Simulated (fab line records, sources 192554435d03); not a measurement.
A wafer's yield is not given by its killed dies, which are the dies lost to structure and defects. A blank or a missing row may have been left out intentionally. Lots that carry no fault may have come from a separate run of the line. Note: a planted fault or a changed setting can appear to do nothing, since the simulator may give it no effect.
What tool caused it? + flow n5Finfet + 72 wafers from 24 lots sampled at 3 of the route's 1938 steps

## WHAT EACH GAUGE READ, for each wafer
N5_BEOL_M1_OCD_MEAS_38.
| lot  | measured     | on     | trenchDepthNm (nm) |
|------|--------------|--------|--------------------|
| L074 | day 6 04:54  | ocd-02 | 56.6 54.9 56.5     |
| L075 | day 6 08:02  | ocd-02 | 55.8 55.6 54.7     |
| L076 | day 6 12:35  | ocd-02 | 53.2 54.9 54.5     |
| L077 | day 7 00:39  | ocd-01 | 54.8 54.0 54.9     |
| L078 | day 7 06:38  | ocd-02 | 56.0 54.5 53.4     |
| L079 | day 7 09:38  | ocd-01 | 56.1 55.6 55.2     |
| L080 | day 8 01:28  | ocd-01 | 56.4 54.7 54.6     |
| L081 | day 8 05:20  | ocd-01 | 55.0 54.5 53.5     |
| L082 | day 8 06:37  | ocd-01 | 54.4 53.4 55.6     |
| L083 | day 8 11:40  | ocd-02 | 54.9 54.0 55.0     |
| L084 | day 8 12:09  | ocd-02 | 56.1 54.8 55.8     |
| L086 | day 9 07:02  | ocd-02 | 55.9 56.3 55.9     |
| L085 | day 9 12:29  | ocd-02 | 54.7 56.2 55.8     |
| L087 | day 9 13:43  | ocd-01 | 55.9 56.4 54.7     |
| L088 | day 9 16:59  | ocd-02 | 55.8 55.9 55.2     |
| L089 | day 10 00:40 | ocd-01 | 55.8 56.4 55.9     |
| L090 | day 10 06:32 | ocd-02 | 55.3 54.5 55.1     |
| L091 | day 10 15:04 | ocd-01 | 54.8 54.6 54.7     |
| L093 | day 10 21:07 | ocd-01 | 55.4 55.8 53.2     |
| L092 | day 10 21:17 | ocd-02 | 53.0 55.6 54.3     |
| L094 | day 11 07:26 | ocd-02 | 55.9 55.4 56.2     |
| L095 | day 11 17:46 | ocd-01 | 56.0 56.5 56.3     |
| L096 | day 11 22:18 | ocd-02 | 54.9 56.4 55.1     |
| L097 | day 12 07:35 | ocd-02 | 54.1 55.3 55.3     |

N5_BEOL_M1_CD_MEAS_35: target cd 18 nm, target cd y 21 nm.
| lot  | measured     | on       | cdNm (nm)      |
|------|--------------|----------|----------------|
| L074 | day 6 05:03  | cdSem-01 | 18.8 17.4 17.7 |
| L075 | day 6 08:11  | cdSem-03 | 17.7 19.5 18.3 |
| L076 | day 6 12:44  | cdSem-02 | 19.3 18.2 18.4 |
| L077 | day 7 00:48  | cdSem-01 | 18.4 18.4 19.4 |
| L078 | day 7 06:47  | cdSem-03 | 18.3 18.6 18.5 |
| L079 | day 7 09:47  | cdSem-03 | 18.3 17.6 17.6 |
| L080 | day 8 01:38  | cdSem-03 | 18.7 18.2 17.6 |
| L081 | day 8 05:29  | cdSem-02 | 17.1 18.2 18.4 |
| L082 | day 8 06:46  | cdSem-02 | 18.3 17.3 18.2 |
| L083 | day 8 11:50  | cdSem-02 | 17.9 17.0 17.9 |
| L084 | day 8 12:18  | cdSem-03 | 17.4 17.9 17.5 |
| L086 | day 9 07:11  | cdSem-01 | 17.9 18.2 18.7 |
| L085 | day 9 12:39  | cdSem-01 | 19.1 17.7 18.3 |
| L087 | day 9 13:53  | cdSem-03 | 18.4 18.7 18.2 |
| L088 | day 9 17:08  | cdSem-02 | 17.0 17.3 16.9 |
| L089 | day 10 00:49 | cdSem-01 | 17.3 17.7 18.1 |
| L090 | day 10 06:41 | cdSem-02 | 17.8 18.9 18.6 |
| L091 | day 10 15:13 | cdSem-02 | 18.9 17.5 18.3 |
| L093 | day 10 21:17 | cdSem-02 | 18.6 18.7 17.9 |
| L092 | day 10 21:26 | cdSem-02 | 17.8 18.6 17.6 |
| L094 | day 11 07:35 | cdSem-01 | 18.2 17.4 18.2 |
| L095 | day 11 17:55 | cdSem-01 | 18.0 18.2 18.4 |
| L096 | day 11 22:27 | cdSem-02 | 17.8 17.7 18.0 |
| L097 | day 12 07:50 | cdSem-02 | 17.8 18.5 17.8 |

## EACH LOT AND THE TOOL THAT RAN IT (in order: tool; ch and the chambers of the sampled wafers; start)
| lot  | N5_BEOL_M1_STRIP_97                          |
|------|----------------------------------------------|
| L074 | rieDiel-03 ch 0,3, day 6 04:54 or earlier    |
| L075 | rieDiel-01 ch 0,1, day 6 08:02 or earlier    |
| L076 | rieDiel-02 ch 1,3, day 6 12:35 or earlier    |
| L077 | rieDiel-01 ch 0,1, day 7 00:39 or earlier    |
| L078 | rieDiel-02 ch 0,1,3, day 7 06:38 or earlier  |
| L079 | rieDiel-02 ch 0,1,3, day 7 09:38 or earlier  |
| L080 | rieDiel-01 ch 1,3, day 8 01:28 or earlier    |
| L081 | rieDiel-01 ch 0,1, day 8 05:20 or earlier    |
| L082 | rieDiel-02 ch 0,2,3, day 8 06:37 or earlier  |
| L083 | rieDiel-02 ch 0,2, day 8 11:40 or earlier    |
| L084 | rieDiel-01 ch 0,2,3, day 8 12:09 or earlier  |
| L086 | rieDiel-03 ch 0,2, day 9 07:02 or earlier    |
| L085 | rieDiel-02 ch 0,1, day 9 12:29 or earlier    |
| L087 | rieDiel-03 ch 0,1,2, day 9 13:43 or earlier  |
| L088 | rieDiel-03 ch 0,2, day 9 16:59 or earlier    |
| L089 | rieDiel-03 ch 2,3, day 10 00:40 or earlier   |
| L090 | rieDiel-01 ch 0,1, day 10 06:32 or earlier   |
| L091 | rieDiel-01 ch 0,1, day 10 15:04 or earlier   |
| L093 | rieDiel-01 ch 0,1,3, day 10 21:07 or earlier |
| L092 | rieDiel-02 ch 0,1,2, day 10 21:17 or earlier |
| L094 | rieDiel-03 ch 0,1,3, day 11 07:26 or earlier |
| L095 | rieDiel-01 ch 0,3, day 11 17:46 or earlier   |
| L096 | rieDiel-03 ch 0,1, day 11 22:18 or earlier   |
| L097 | rieDiel-02 ch 0,1,2, day 12 07:35 or earlier |
- N5_BEOL_M1_STRIP_97: strips in N2/H2, time 10 s.

## AS READ BY THE TOOLS THEMSELVES (means over the sampled wafers that have a number; for cases with no such wafer, the mark the record gives instead)
N5_BEOL_M1_STRIP_97.
| lot  | tool       | drypumpMotorCurrentA (A) | oesProductAu (a.u.) | rfVppV (V) | showerheadPlenumPTorr (Torr) | throttleValvePct (%) |
|------|------------|--------------------------|---------------------|------------|------------------------------|----------------------|
| L074 | rieDiel-03 | 5.3                      | 0.74                | 58.9       | 2.57                         | 23.8                 |
| L075 | rieDiel-01 | 5.9                      | 0.85                | 57.8       | 2.52                         | 23.1                 |
| L076 | rieDiel-02 | 6.0                      | 0.80                | 59.2       | 2.57                         | 23.5                 |
| L077 | rieDiel-01 | 6.3                      | 0.76                | 59.3       | 2.46                         | 23.1                 |
| L078 | rieDiel-02 | 5.6                      | 0.84                | 59.0       | 2.56                         | 23.5                 |
| L079 | rieDiel-02 | 5.7                      | 0.83                | 58.9       | 2.56                         | 23.5                 |
| L080 | rieDiel-01 | 6.6                      | 0.70                | 59.4       | 2.48                         | 23.5                 |
| L081 | rieDiel-01 | 6.3                      | 0.76                | 59.2       | 2.46                         | 23.2                 |
| L082 | rieDiel-02 | 5.4                      | 0.82                | 58.4       | 2.51                         | 23.5                 |
| L083 | rieDiel-02 | 5.5                      | 0.76                | 58.5       | 2.43                         | 23.6                 |
| L084 | rieDiel-01 | 6.0                      | 0.79                | 59.6       | 2.57                         | 23.7                 |
| L086 | rieDiel-03 | 5.4                      | 0.71                | 59.6       | 2.60                         | 23.8                 |
| L085 | rieDiel-02 | 5.9                      | 0.77                | 58.9       | 2.51                         | 23.7                 |
| L087 | rieDiel-03 | 5.5                      | 0.72                | 58.9       | 2.54                         | 23.9                 |
| L088 | rieDiel-03 | 5.5                      | 0.71                | 59.0       | 2.60                         | 23.9                 |
| L089 | rieDiel-03 | 5.2                      | 0.72                | 59.6       | 2.54                         | 23.8                 |
| L090 | rieDiel-01 | 5.9                      | 0.81                | 59.2       | 2.51                         | 23.1                 |
| L091 | rieDiel-01 | 6.2                      | 0.73                | 58.3       | 2.45                         | 23.2                 |
| L093 | rieDiel-01 | 6.2                      | 0.76                | 58.6       | 2.53                         | 23.5                 |
| L092 | rieDiel-02 | 5.7                      | 0.76                | 58.9       | 2.46                         | 23.7                 |
| L094 | rieDiel-03 | 5.5                      | 0.72                | 58.7       | 2.52                         | 24.0                 |
| L095 | rieDiel-01 | 5.9                      | 0.81                | 59.3       | 2.59                         | 23.4                 |
| L096 | rieDiel-03 | 5.7                      | 0.73                | 58.4       | 2.49                         | 24.1                 |
| L097 | rieDiel-02 | 5.7                      | 0.75                | 59.0       | 2.46                         | 23.7                 |

## THE ANSWER, worked out from the rows above alone
Rule: the lots themselves supply what counts as usual. The widest of any qualifying gaps counts: lots, ordered by their means at a reading, are off when they make up no more than a third of the lots, leave a main group of 4 or more, and stand apart from it by 3 or more times the standard deviation of that group's means. A main group whose means are all the same, to the digits that the tables above print for the reading, isn't used. A lot without any number at a reading at which 4 lots or more have one is off too. All remaining lots with rows at the step are treated as sound. The gauges are gone through in route order, then the tools' own readings, and for those a lot's mean is taken as printed above. At the first step where some lot is off, the reading lying furthest off is the one used; lots without a number count as furthest.
No lot is off at any reading shown: from this, nothing can be told.

## WHAT WAS PUT IN BY THE SIMULATOR
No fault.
